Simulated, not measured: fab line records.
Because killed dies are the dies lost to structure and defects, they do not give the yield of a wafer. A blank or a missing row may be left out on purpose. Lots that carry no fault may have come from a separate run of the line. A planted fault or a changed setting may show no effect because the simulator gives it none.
Which of the tools did it?	flow nand harc	11 lots, 33 wafers sampled, at 7 steps of a route of 1302

## WHAT THE GAUGES SHOWED, per wafer
NHARC_A_ZERO_WELL_INSPECT_17. Usual: raw defect count reads 10 (standard deviation 5.2).
lot	measured	on	raw defect count	flag
L981	day 7 01:11	defect inspect-02	12 15 8	
L982	day 7 03:52	defect inspect-01	10 9 19	
L984	day 8 04:53	defect inspect-02	25 11 20	
L986	day 8 22:43	defect inspect-02	3 7 8	
L987	day 9 10:22	defect inspect-02	5 2 5	
L990	day 10 10:14	defect inspect-01	24 9 10	
L991	day 11 05:59	defect inspect-01	11 6 10	
L992	day 11 11:31	defect inspect-02	4 10 17	
L994	day 12 23:41	defect inspect-02	13 14 853	OFF
L995	day 13 00:33	defect inspect-02	12 783 10	OFF
L104	day 16 13:05	defect inspect-01	13 7 6	

NHARC_A_SOURCE_PLATE_INSPECT_08. Usual: raw defect count reads 65 (standard deviation 24).
lot	measured	on	raw defect count	flag
L981	day 7 22:14	defect inspect-01	32 77 51	
L982	day 7 22:13	defect inspect-02	61 42 54	
L984	day 9 01:08	defect inspect-02	66 64 78	
L986	day 9 21:15	defect inspect-01	41 117 84	
L987	day 10 07:13	defect inspect-01	48 46 42	
L990	day 11 06:12	defect inspect-01	46 58 100	
L991	day 12 01:43	defect inspect-01	70 64 51	
L992	day 12 07:27	defect inspect-01	37 31 35	
L994	day 13 20:23	defect inspect-01	66 61 869	OFF
L995	day 13 20:24	defect inspect-02	107 903 115	OFF
L104	day 17 08:59	defect inspect-01	52 41 44	

NHARC_END_SORT_01. Usual: killed at array 49, standard deviation 19; killed at other 0.9, standard deviation 1.1; killed at periphery 4.0, standard deviation 2.7; killed dies 54, standard deviation 19; killed open 3.3, standard deviation 1.8; killed short 2.6, standard deviation 1.6.
lot	measured	on	killed at array	killed at other	killed at periphery	killed dies	killed open	killed short	flag
L994	day 30 19:33	prober-02	86 79 100	1 1 2	0 2 2	87 82 104	3 4 4	1 1 1	
L995	day 31 03:23	prober-01	61 91 67	1 2 0	2 0 1	64 93 68	3 2 3	2 3 1	

## WHICH TOOL RAN EACH LOT (tool, then ch and the chambers of the sampled wafers, then the start)
lot	NHARC_P_BONDPAD_STRIP_15	NHARC_P_BONDPAD_ETCH_24	NHARC_P_BONDPAD_CMP_19	NHARC_A_ZERO_WELL_PRECLEAN_22
L981	rie diel-02 ch 1,2,3, day 6 20:06	rie diel-02 ch 2,3, day 6 20:17	cmp-02 ch 0,1,2, day 6 21:49	wet bench-01 ch 0,3,5, day 7 00:46
L982	rie diel-02 ch 0,2,3, day 6 22:49	rie diel-02 ch 0,1,2, day 7 00:30 or earlier	cmp-01 ch 0,1,2, day 7 00:30	wet bench-09 ch 1,3,7, day 7 03:24
L984	rie diel-02 ch 1,2,3, day 7 23:55	rie diel-02 ch 1,2,3, day 8 01:36 or earlier	cmp-02 ch 0,2,3, day 8 01:36	wet bench-09 ch 1,2,3, day 8 04:34
L986	rie diel-07 ch 1,2,3, day 8 17:52	rie diel-07 ch 0,1,3, day 8 19:29 or earlier	cmp-02 ch 0,1, day 8 19:29	wet bench-01 ch 2,3,4, day 8 22:23
L987	rie diel-03 ch 0,1,3, day 9 05:23	rie diel-03 ch 0,2,3, day 9 07:03 or earlier	cmp-03 ch 1,2,3, day 9 07:03	wet bench-01 ch 0,5,6, day 9 10:02
L990	rie diel-07 ch 1,3, day 10 05:13	rie diel-07 ch 1,2,3, day 10 05:24	cmp-03 ch 0,1, day 10 06:53	wet bench-09 ch 3,4,6, day 10 09:52
L991	rie diel-03 ch 0,2,3, day 11 01:01	rie diel-03 ch 1,2,3, day 11 02:41 or earlier	cmp-01 ch 1,2,3, day 11 02:41	wet bench-09 ch 2,5,6, day 11 05:38
L992	rie diel-07 ch 0,1,2, day 11 06:34	rie diel-07 ch 1,2, day 11 08:13 or earlier	cmp-01 ch 0,1,2, day 11 08:13	wet bench-01 ch 4,6,7, day 11 11:11
L994	rie diel-02 ch 2,3, day 12 18:47	rie diel-02 ch 1,2, day 12 18:57	cmp-03 ch 1,2, day 12 20:29	wet bench-01 ch 2,5,6, day 12 23:21
L995	rie diel-07 ch 0,1,3, day 12 19:38	rie diel-07 ch 1,2, day 12 21:17 or earlier	cmp-02 ch 0,2,3, day 12 21:17	wet bench-01 ch 0,2,3, day 13 00:13
L104	rie diel-03 ch 1,2,3, day 16 07:56	rie diel-03 ch 0,1,2, day 16 09:40 or earlier	cmp-03 ch 0,1, day 16 09:40	wet bench-07 ch 1,4,5, day 16 12:33
- NHARC_P_BONDPAD_STRIP_15: strips in O2.
- NHARC_P_BONDPAD_ETCH_24: etches the open film in CF4/N2, target depth 30 nm, time 72.99 s.
- NHARC_P_BONDPAD_CMP_19: polishes, t overpolish 30 s, cu recess touch 16 s, target thk 160.81 nm.
- NHARC_A_ZERO_WELL_PRECLEAN_22: cleans in SC1, time 60 s.

## AS READ BY THE TOOLS THEMSELVES (means over the sampled wafers that have a number; for cases with no such wafer, the mark the record gives instead)
NHARC_P_BONDPAD_STRIP_15. Usual: drypump motor current A 5.8 A, standard deviation 0.39; oes product au 0.999 a.u., standard deviation 0.0093; rf vpp V 57.9 V, standard deviation 0.88; showerhead plenum p Torr 3.61 Torr, standard deviation 0.12; throttle valve pct 17.037 %, standard deviation 0.0089.
lot	tool	drypump motor current A (A)	oes product au (a.u.)	rf vpp V (V)	showerhead plenum p Torr (Torr)	throttle valve pct (%)	flag
L981	rie diel-02	5.9	1.005	58.8	3.70	17.037	
L982	rie diel-02	5.8	1.006	58.1	3.65	17.040	
L984	rie diel-02	5.9	0.996	58.2	3.70	17.033	
L986	rie diel-07	5.9	1.001	58.6	3.59	17.041	
L987	rie diel-03	5.8	1.007	58.7	3.59	17.036	
L990	rie diel-07	5.7	1.004	57.5	3.64	17.039	
L991	rie diel-03	5.9	0.996	56.7	3.54	17.040	
L992	rie diel-07	5.7	1.001	58.0	3.62	17.045	
L994	rie diel-02	5.9	1.014	58.7	3.71	17.037	
L995	rie diel-07	5.6	1.002	57.8	3.67	17.043	
L104	rie diel-03	5.5	0.994	57.7	3.61	17.028	

NHARC_P_BONDPAD_ETCH_24. Usual: bias w 100.03 W, standard deviation 0.3; drypump motor current A 5.8 A, standard deviation 0.39; oes product au 0.999 a.u., standard deviation 0.0099; rf vpp V 315.2 V, standard deviation 1.8; showerhead plenum p Torr 2.69 Torr, standard deviation 0.095; throttle valve pct 19.794 %, standard deviation 0.0092.
lot	tool	bias w (W)	drypump motor current A (A)	oes product au (a.u.)	rf vpp V (V)	showerhead plenum p Torr (Torr)	throttle valve pct (%)	flag
L981	rie diel-02	100.00	5.9	1.003	316.1	2.77	19.807	
L982	rie diel-02	100.00	5.8	1.011	315.1	2.71	19.801	
L984	rie diel-02	99.81	5.8	0.997	315.8	2.75	19.792	
L986	rie diel-07	99.98	5.6	1.010	316.7	2.73	19.790	
L987	rie diel-03	100.32	5.8	0.991	314.0	2.64	19.792	
L990	rie diel-07	100.23	5.9	1.001	315.0	2.67	19.790	
L991	rie diel-03	99.98	5.5	0.988	314.8	2.69	19.790	
L992	rie diel-07	99.87	5.6	0.997	314.9	2.72	19.800	
L994	rie diel-02	99.99	5.8	1.005	315.8	2.73	19.801	
L995	rie diel-07	99.87	5.6	1.000	314.9	2.71	19.785	
L104	rie diel-03	99.93	5.8	1.001	313.4	2.59	19.794	

NHARC_P_BONDPAD_CMP_19. Usual: motor current A 11.6 A, standard deviation 1.3; overpolish run s 29.998 s, standard deviation 0.0091; slurry filter dp kPa 13.52 kPa, standard deviation 0.13.
lot	tool	motor current A (A)	overpolish run s (s)	slurry filter dp kPa (kPa)	flag
L981	cmp-02	12.9	29.994	13.55	
L982	cmp-01	11.1	30.000	13.58	
L984	cmp-02	12.5	30.000	13.42	
L986	cmp-02	11.5	30.005	13.46	
L987	cmp-03	10.9	29.997	13.43	
L990	cmp-03	11.6	30.007	13.42	
L991	cmp-01	11.5	29.998	13.51	
L992	cmp-01	11.1	29.993	13.57	
L994	cmp-03	11.0	29.999	13.62	
L995	cmp-02	12.8	30.000	13.43	
L104	cmp-03	11.2	29.992	13.44	

## THE ANSWER, worked out from the rows above alone
Rule: a lot is off if the mean of its wafers that have a number lies more than 3 standard deviations from the usual mean. A lot without any number at a reading at which 4 lots or more have one is off too. Where the step has rows for the other lots, those lots are counted as sound. After the gauges, taken in route order, come the tools' own readings; for these a lot's mean is taken, as printed above. At the first step where some lot is off, the reading lying furthest off is the one used; lots without a number count as furthest.
Off at NHARC_A_ZERO_WELL_INSPECT_17 (raw defect count): L994, L995.
A tool fits if, at a process step before that reading, it ran every lot that is off, and no sound lot after the first of them. Those tools and the gauges at NHARC_A_ZERO_WELL_INSPECT_17 are tried in the same way. With no start given for some of its lots, NHARC_P_BONDPAD_ETCH_24 uses the hours and lot order of NHARC_P_BONDPAD_CMP_19. Can't be told from this: 2 tools fit, wet bench-01 at NHARC_A_ZERO_WELL_PRECLEAN_22, defect inspect-02 at NHARC_A_ZERO_WELL_INSPECT_17.

## WHAT HAD BEEN PUT IN BY THE SIMULATOR
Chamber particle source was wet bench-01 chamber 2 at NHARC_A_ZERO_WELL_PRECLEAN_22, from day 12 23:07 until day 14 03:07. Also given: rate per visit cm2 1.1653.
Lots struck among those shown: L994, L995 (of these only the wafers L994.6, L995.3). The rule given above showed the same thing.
